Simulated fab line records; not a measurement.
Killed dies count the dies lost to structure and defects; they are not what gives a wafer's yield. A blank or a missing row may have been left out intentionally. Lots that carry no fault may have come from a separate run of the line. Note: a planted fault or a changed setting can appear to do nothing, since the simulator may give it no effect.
Which of the tools did it? || flow n5 finfet || 27 wafers from 9 lots sampled at 5 of the route's 1938 steps

## WHAT EACH GAUGE READ, for each wafer
N5_BEOL_M1_THK_MEAS_01. Usual: M1_ILD_THK 79.0 nm, standard deviation 1.1.
{"lot": "L200", "measured": "day 5 22:02", "on": "film metro-01", "M1_ILD_THK (nm)": "79.3 80.6 81.1", "flag": ""}
{"lot": "L201", "measured": "day 6 06:03", "on": "film metro-01", "M1_ILD_THK (nm)": "79.5 80.1 80.2", "flag": ""}
{"lot": "L206", "measured": "day 7 13:55", "on": "film metro-02", "M1_ILD_THK (nm)": "78.1 79.3 79.9", "flag": ""}
{"lot": "L207", "measured": "day 7 22:32", "on": "film metro-01", "M1_ILD_THK (nm)": "78.7 78.2 81.2", "flag": ""}
{"lot": "L208", "measured": "day 8 06:55", "on": "film metro-01", "M1_ILD_THK (nm)": "78.3 80.2 79.8", "flag": ""}
{"lot": "L209", "measured": "day 8 09:10", "on": "film metro-02", "M1_ILD_THK (nm)": "77.0 77.1 78.8", "flag": ""}
{"lot": "L212", "measured": "day 9 08:05", "on": "film metro-01", "M1_ILD_THK (nm)": "78.7 79.1 80.0", "flag": ""}
{"lot": "L218", "measured": "day 10 19:49", "on": "film metro-02", "M1_ILD_THK (nm)": "78.1 77.8 78.7", "flag": ""}
{"lot": "L221", "measured": "day 11 02:44", "on": "film metro-02", "M1_ILD_THK (nm)": "78.5 79.0 80.1", "flag": ""}

N5_BEOL_M4_RC_MEAS_101. Usual: DIBL_N 35.7 mV/V, standard deviation 1.3; DIBL_P 35.4 mV/V, standard deviation 1.8; IOFF_N 0.152 nA/um, standard deviation 0.027; IOFF_P 0.20 nA/um, standard deviation 0.034; ION_N 672 uA/um, standard deviation 9.8; ION_P 461 uA/um, standard deviation 7.5; SS_N 71.4 mV/dec, standard deviation 0.55; SS_P 73.1 mV/dec, standard deviation 0.61; VT_N 251 mV, standard deviation 3.3; VT_P -251 mV, standard deviation 3.6.
{"lot": "L200", "measured": "day 7 18:44", "on": "prober-02", "DIBL_N (mV/V)": "37.2 35.0 35.2", "DIBL_P (mV/V)": "39.2 38.2 36.6", "IOFF_N (nA/um)": "0.199 0.160 0.161", "IOFF_P (nA/um)": "0.27 0.24 0.22", "ION_N (uA/um)": "681 672 684", "ION_P (uA/um)": "469 465 467", "SS_N (mV/dec)": "72.2 71.1 71.0", "SS_P (mV/dec)": "74.2 73.9 73.7", "VT_N (mV)": "247 248 248", "VT_P (mV)": "-244 -246 -247", "flag": ""}
{"lot": "L201", "measured": "day 7 23:58", "on": "prober-01", "DIBL_N (mV/V)": "34.0 35.2 34.4", "DIBL_P (mV/V)": "32.5 34.1 34.2", "IOFF_N (nA/um)": "0.114 0.133 0.126", "IOFF_P (nA/um)": "0.16 0.18 0.18", "ION_N (uA/um)": "661 670 659", "ION_P (uA/um)": "457 464 452", "SS_N (mV/dec)": "70.3 70.6 71.3", "SS_P (mV/dec)": "72.7 73.5 73.0", "VT_N (mV)": "255 253 255", "VT_P (mV)": "-255 -251 -250", "flag": ""}
{"lot": "L206", "measured": "day 9 08:35", "on": "prober-02", "DIBL_N (mV/V)": "35.7 35.7 35.1", "DIBL_P (mV/V)": "36.7 36.7 36.3", "IOFF_N (nA/um)": "0.162 0.163 0.152", "IOFF_P (nA/um)": "0.23 0.23 0.22", "ION_N (uA/um)": "680 678 678", "ION_P (uA/um)": "468 467 467", "SS_N (mV/dec)": "71.3 71.4 71.0", "SS_P (mV/dec)": "72.6 72.1 73.0", "VT_N (mV)": "247 247 249", "VT_P (mV)": "-247 -248 -247", "flag": ""}
{"lot": "L207", "measured": "day 9 17:50", "on": "prober-02", "DIBL_N (mV/V)": "36.0 35.9 35.6", "DIBL_P (mV/V)": "36.9 36.5 35.6", "IOFF_N (nA/um)": "0.162 0.157 0.153", "IOFF_P (nA/um)": "0.21 0.20 0.20", "ION_N (uA/um)": "676 682 674", "ION_P (uA/um)": "465 459 462", "SS_N (mV/dec)": "72.1 71.7 71.3", "SS_P (mV/dec)": "73.2 72.6 73.1", "VT_N (mV)": "247 248 248", "VT_P (mV)": "-251 -250 -250", "flag": ""}
{"lot": "L208", "measured": "day 10 02:28", "on": "prober-02", "DIBL_N (mV/V)": "33.7 35.1 33.6", "DIBL_P (mV/V)": "32.3 34.0 32.7", "IOFF_N (nA/um)": "0.114 0.131 0.112", "IOFF_P (nA/um)": "0.16 0.19 0.17", "ION_N (uA/um)": "666 674 666", "ION_P (uA/um)": "458 463 467", "SS_N (mV/dec)": "70.7 71.6 72.0", "SS_P (mV/dec)": "72.2 72.7 72.5", "VT_N (mV)": "256 255 255", "VT_P (mV)": "-253 -253 -255", "flag": ""}
{"lot": "L209", "measured": "day 10 03:15", "on": "prober-02", "DIBL_N (mV/V)": "36.5 37.6 37.4", "DIBL_P (mV/V)": "34.9 35.7 36.3", "IOFF_N (nA/um)": "0.147 0.154 0.156", "IOFF_P (nA/um)": "0.19 0.21 0.21", "ION_N (uA/um)": "671 669 675", "ION_P (uA/um)": "458 459 458", "SS_N (mV/dec)": "72.1 71.6 72.1", "SS_P (mV/dec)": "73.5 73.0 73.0", "VT_N (mV)": "251 250 253", "VT_P (mV)": "-248 -251 -249", "flag": ""}
{"lot": "L212", "measured": "day 11 00:10", "on": "prober-02", "DIBL_N (mV/V)": "35.2 34.1 35.6", "DIBL_P (mV/V)": "34.3 33.3 35.7", "IOFF_N (nA/um)": "0.139 0.125 0.146", "IOFF_P (nA/um)": "0.16 0.15 0.17", "ION_N (uA/um)": "649 659 653", "ION_P (uA/um)": "445 449 445", "SS_N (mV/dec)": "71.2 70.1 71.2", "SS_P (mV/dec)": "73.1 73.0 73.2", "VT_N (mV)": "252 251 254", "VT_P (mV)": "-256 -256 -256", "flag": ""}
{"lot": "L218", "measured": "day 12 16:40", "on": "prober-02", "DIBL_N (mV/V)": "39.0 38.2 37.7", "DIBL_P (mV/V)": "38.9 37.8 37.7", "IOFF_N (nA/um)": "0.201 0.196 0.175", "IOFF_P (nA/um)": "0.28 0.27 0.26", "ION_N (uA/um)": "685 691 677", "ION_P (uA/um)": "474 479 472", "SS_N (mV/dec)": "71.8 72.4 71.4", "SS_P (mV/dec)": "74.3 74.4 74.6", "VT_N (mV)": "246 248 248", "VT_P (mV)": "-246 -244 -244", "flag": ""}
{"lot": "L221", "measured": "day 12 22:13", "on": "prober-02", "DIBL_N (mV/V)": "35.3 37.8 35.5", "DIBL_P (mV/V)": "35.0 38.1 35.2", "IOFF_N (nA/um)": "0.137 0.182 0.137", "IOFF_P (nA/um)": "0.18 0.22 0.18", "ION_N (uA/um)": "679 689 678", "ION_P (uA/um)": "464 468 466", "SS_N (mV/dec)": "70.7 71.5 71.0", "SS_P (mV/dec)": "72.9 73.6 73.5", "VT_N (mV)": "254 249 250", "VT_P (mV)": "-252 -249 -253", "flag": ""}

## TOOL THAT RAN EACH LOT (tool first, then ch and the chambers of the sampled wafers, then the start)
{"lot": "L200", "N5_BEOL_M1_HM_DEP_02": "pvd sputter-01, day 5 23:39", "N5_BEOL_M1_DESCUM_16": "rie diel-03 ch 0,2, day 6 00:26", "N5_BEOL_M1_ETCH_64": "rie diel-03 ch 0,2, day 6 00:31"}
{"lot": "L201", "N5_BEOL_M1_HM_DEP_02": "pvd sputter-01, day 6 07:02", "N5_BEOL_M1_DESCUM_16": "rie diel-02 ch 0,1, day 6 07:41", "N5_BEOL_M1_ETCH_64": "rie diel-02 ch 0,1, day 6 07:46"}
{"lot": "L206", "N5_BEOL_M1_HM_DEP_02": "pvd sputter-02, day 7 15:19", "N5_BEOL_M1_DESCUM_16": "rie diel-03 ch 0,2,3, day 7 15:49", "N5_BEOL_M1_ETCH_64": "rie diel-03 ch 0,2,3, day 7 15:54"}
{"lot": "L207", "N5_BEOL_M1_HM_DEP_02": "pvd sputter-02, day 7 22:38", "N5_BEOL_M1_DESCUM_16": "rie diel-03 ch 0,1,3, day 7 23:25", "N5_BEOL_M1_ETCH_64": "rie diel-03 ch 0,1,3, day 7 23:29"}
{"lot": "L208", "N5_BEOL_M1_HM_DEP_02": "pvd sputter-03, day 8 07:05", "N5_BEOL_M1_DESCUM_16": "rie diel-03 ch 0,2,3, day 8 07:36", "N5_BEOL_M1_ETCH_64": "rie diel-03 ch 0,2,3, day 8 07:41"}
{"lot": "L209", "N5_BEOL_M1_HM_DEP_02": "pvd sputter-01, day 8 11:02", "N5_BEOL_M1_DESCUM_16": "rie diel-03 ch 0,2,3, day 8 11:33", "N5_BEOL_M1_ETCH_64": "rie diel-03 ch 0,2,3, day 8 11:38"}
{"lot": "L212", "N5_BEOL_M1_HM_DEP_02": "pvd sputter-03, day 9 08:13", "N5_BEOL_M1_DESCUM_16": "rie diel-02 ch 0,1, day 9 08:44", "N5_BEOL_M1_ETCH_64": "rie diel-02 ch 0,1, day 9 08:49"}
{"lot": "L218", "N5_BEOL_M1_HM_DEP_02": "pvd sputter-03, day 10 20:27", "N5_BEOL_M1_DESCUM_16": "rie diel-04 ch 0,1,3, day 10 21:05", "N5_BEOL_M1_ETCH_64": "rie diel-04 ch 0,1,3, day 10 21:10"}
{"lot": "L221", "N5_BEOL_M1_HM_DEP_02": "pvd sputter-01, day 11 03:01", "N5_BEOL_M1_DESCUM_16": "rie diel-04 ch 1,2, day 11 03:38", "N5_BEOL_M1_ETCH_64": "rie diel-04 ch 1,2, day 11 03:43"}
- N5_BEOL_M1_HM_DEP_02: deposits TiN, target thk 20 nm.
- N5_BEOL_M1_DESCUM_16: chemistry O2, time 7 s.
- N5_BEOL_M1_ETCH_64: etches SOC in N2/H2, target depth 75 nm, overetch 15 nm, time 112.5 s.

## WHAT THE TOOLS THEMSELVES READ (means of the sampled wafers that have a number; where no wafer has one, the mark that the record gives instead)
N5_BEOL_M1_HM_DEP_02. Usual: throttle valve pct at 29.8 %, with a standard deviation of 0.72.
{"lot": "L200", "tool": "pvd sputter-01", "throttle valve pct (%)": 30.0, "flag": ""}
{"lot": "L201", "tool": "pvd sputter-01", "throttle valve pct (%)": 30.4, "flag": ""}
{"lot": "L206", "tool": "pvd sputter-02", "throttle valve pct (%)": 29.7, "flag": ""}
{"lot": "L207", "tool": "pvd sputter-02", "throttle valve pct (%)": 28.9, "flag": ""}
{"lot": "L208", "tool": "pvd sputter-03", "throttle valve pct (%)": 29.6, "flag": ""}
{"lot": "L209", "tool": "pvd sputter-01", "throttle valve pct (%)": 30.2, "flag": ""}
{"lot": "L212", "tool": "pvd sputter-03", "throttle valve pct (%)": 29.3, "flag": ""}
{"lot": "L218", "tool": "pvd sputter-03", "throttle valve pct (%)": 29.8, "flag": ""}
{"lot": "L221", "tool": "pvd sputter-01", "throttle valve pct (%)": 30.3, "flag": ""}

N5_BEOL_M1_DESCUM_16. Usual: drypump motor current A 5.8 A, standard deviation 0.4; oes product au 0.76 a.u., standard deviation 0.082; rf vpp V 242.7 V, standard deviation 1.4; showerhead plenum p Torr 2.06 Torr, standard deviation 0.065; throttle valve pct 20.41 %, standard deviation 0.25.
{"lot": "L200", "tool": "rie diel-03", "drypump motor current A (A)": 6.1, "oes product au (a.u.)": 0.76, "rf vpp V (V)": 241.8, "showerhead plenum p Torr (Torr)": 2.01, "throttle valve pct (%)": 20.49, "flag": ""}
{"lot": "L201", "tool": "rie diel-02", "drypump motor current A (A)": 5.7, "oes product au (a.u.)": 0.77, "rf vpp V (V)": 241.8, "showerhead plenum p Torr (Torr)": 1.99, "throttle valve pct (%)": 20.15, "flag": ""}
{"lot": "L206", "tool": "rie diel-03", "drypump motor current A (A)": 6.2, "oes product au (a.u.)": 0.77, "rf vpp V (V)": 241.1, "showerhead plenum p Torr (Torr)": 2.01, "throttle valve pct (%)": 20.44, "flag": ""}
{"lot": "L207", "tool": "rie diel-03", "drypump motor current A (A)": 5.7, "oes product au (a.u.)": 0.75, "rf vpp V (V)": 241.8, "showerhead plenum p Torr (Torr)": 2.05, "throttle valve pct (%)": 20.50, "flag": ""}
{"lot": "L208", "tool": "rie diel-03", "drypump motor current A (A)": 6.2, "oes product au (a.u.)": 0.76, "rf vpp V (V)": 241.8, "showerhead plenum p Torr (Torr)": 2.01, "throttle valve pct (%)": 20.46, "flag": ""}
{"lot": "L209", "tool": "rie diel-03", "drypump motor current A (A)": 6.2, "oes product au (a.u.)": 0.76, "rf vpp V (V)": 242.1, "showerhead plenum p Torr (Torr)": 2.01, "throttle valve pct (%)": 20.45, "flag": ""}
{"lot": "L212", "tool": "rie diel-02", "drypump motor current A (A)": 5.7, "oes product au (a.u.)": 0.76, "rf vpp V (V)": 240.6, "showerhead plenum p Torr (Torr)": 1.98, "throttle valve pct (%)": 20.17, "flag": ""}
{"lot": "L218", "tool": "rie diel-04", "drypump motor current A (A)": 5.8, "oes product au (a.u.)": 0.71, "rf vpp V (V)": 243.7, "showerhead plenum p Torr (Torr)": 2.10, "throttle valve pct (%)": 20.58, "flag": ""}
{"lot": "L221", "tool": "rie diel-04", "drypump motor current A (A)": 6.0, "oes product au (a.u.)": 0.81, "rf vpp V (V)": 243.7, "showerhead plenum p Torr (Torr)": 2.13, "throttle valve pct (%)": 20.29, "flag": ""}

N5_BEOL_M1_ETCH_64. Usual: bias w 150.0 W, standard deviation 0.4; drypump motor current A 5.8 A, standard deviation 0.4; n2 flow sccm 200.0 sccm, standard deviation 0.64; oes product au 0.60 a.u., standard deviation 0.062; rf vpp V 523.0 V, standard deviation 2.4; showerhead plenum p Torr 2.51 Torr, standard deviation 0.081; throttle valve pct 17.82 %, standard deviation 0.23.
{"lot": "L200", "tool": "rie diel-03", "bias w (W)": 149.7, "drypump motor current A (A)": 6.1, "n2 flow sccm (sccm)": 199.3, "oes product au (a.u.)": 0.60, "rf vpp V (V)": 521.5, "showerhead plenum p Torr (Torr)": 2.44, "throttle valve pct (%)": 17.83, "flag": ""}
{"lot": "L201", "tool": "rie diel-02", "bias w (W)": 149.9, "drypump motor current A (A)": 5.7, "n2 flow sccm (sccm)": 200.4, "oes product au (a.u.)": 0.61, "rf vpp V (V)": 520.1, "showerhead plenum p Torr (Torr)": 2.42, "throttle valve pct (%)": 17.57, "flag": ""}
{"lot": "L206", "tool": "rie diel-03", "bias w (W)": 150.1, "drypump motor current A (A)": 6.2, "n2 flow sccm (sccm)": 199.8, "oes product au (a.u.)": 0.61, "rf vpp V (V)": 521.5, "showerhead plenum p Torr (Torr)": 2.44, "throttle valve pct (%)": 17.84, "flag": ""}
{"lot": "L207", "tool": "rie diel-03", "bias w (W)": 197.9, "drypump motor current A (A)": 5.7, "n2 flow sccm (sccm)": 199.8, "oes product au (a.u.)": 0.59, "rf vpp V (V)": 621.0, "showerhead plenum p Torr (Torr)": 2.50, "throttle valve pct (%)": 17.83, "flag": "OFF"}
{"lot": "L208", "tool": "rie diel-03", "bias w (W)": 197.4, "drypump motor current A (A)": 6.2, "n2 flow sccm (sccm)": 200.3, "oes product au (a.u.)": 0.60, "rf vpp V (V)": 619.8, "showerhead plenum p Torr (Torr)": 2.44, "throttle valve pct (%)": 17.85, "flag": "OFF"}
{"lot": "L209", "tool": "rie diel-03", "bias w (W)": 197.4, "drypump motor current A (A)": 6.2, "n2 flow sccm (sccm)": 200.1, "oes product au (a.u.)": 0.61, "rf vpp V (V)": 619.1, "showerhead plenum p Torr (Torr)": 2.44, "throttle valve pct (%)": 17.85, "flag": "OFF"}
{"lot": "L212", "tool": "rie diel-02", "bias w (W)": 149.9, "drypump motor current A (A)": 5.7, "n2 flow sccm (sccm)": 200.3, "oes product au (a.u.)": 0.60, "rf vpp V (V)": 519.3, "showerhead plenum p Torr (Torr)": 2.41, "throttle valve pct (%)": 17.61, "flag": ""}
{"lot": "L218", "tool": "rie diel-04", "bias w (W)": 150.1, "drypump motor current A (A)": 5.8, "n2 flow sccm (sccm)": 199.7, "oes product au (a.u.)": 0.57, "rf vpp V (V)": 525.8, "showerhead plenum p Torr (Torr)": 2.55, "throttle valve pct (%)": 17.99, "flag": ""}
{"lot": "L221", "tool": "rie diel-04", "bias w (W)": 149.5, "drypump motor current A (A)": 6.0, "n2 flow sccm (sccm)": 200.0, "oes product au (a.u.)": 0.64, "rf vpp V (V)": 525.0, "showerhead plenum p Torr (Torr)": 2.59, "throttle valve pct (%)": 17.74, "flag": ""}

## THE ANSWER, worked out from the rows above alone
Rule: a lot is off if the mean of its wafers that have a number lies more than 3 standard deviations from the usual mean. Also off: a lot with no number at a reading for which 4 or more lots have one. All remaining lots with rows at the step are treated as sound. The gauges are gone through in route order, then the tools' own readings, and for those a lot's mean is taken as printed above. The first step at which some lot is off is used, and at that step the reading that is off furthest; a lot without a number counts as furthest.
Off at N5_BEOL_M1_ETCH_64 (bias w): L207, L208, L209.
A tool fits if, at that step or a process step before it, it ran every lot that is off, and no sound lot after the first of them. One fits: N5_BEOL_M1_DESCUM_16 and N5_BEOL_M1_ETCH_64 on rie diel-03. At N5_BEOL_M1_DESCUM_16 its last sound lot is L206 (day 7 15:49), its first lot that is off L207 (day 7 23:25): a fault that began between those two fits.

## WHAT HAD BEEN PUT IN BY THE SIMULATOR
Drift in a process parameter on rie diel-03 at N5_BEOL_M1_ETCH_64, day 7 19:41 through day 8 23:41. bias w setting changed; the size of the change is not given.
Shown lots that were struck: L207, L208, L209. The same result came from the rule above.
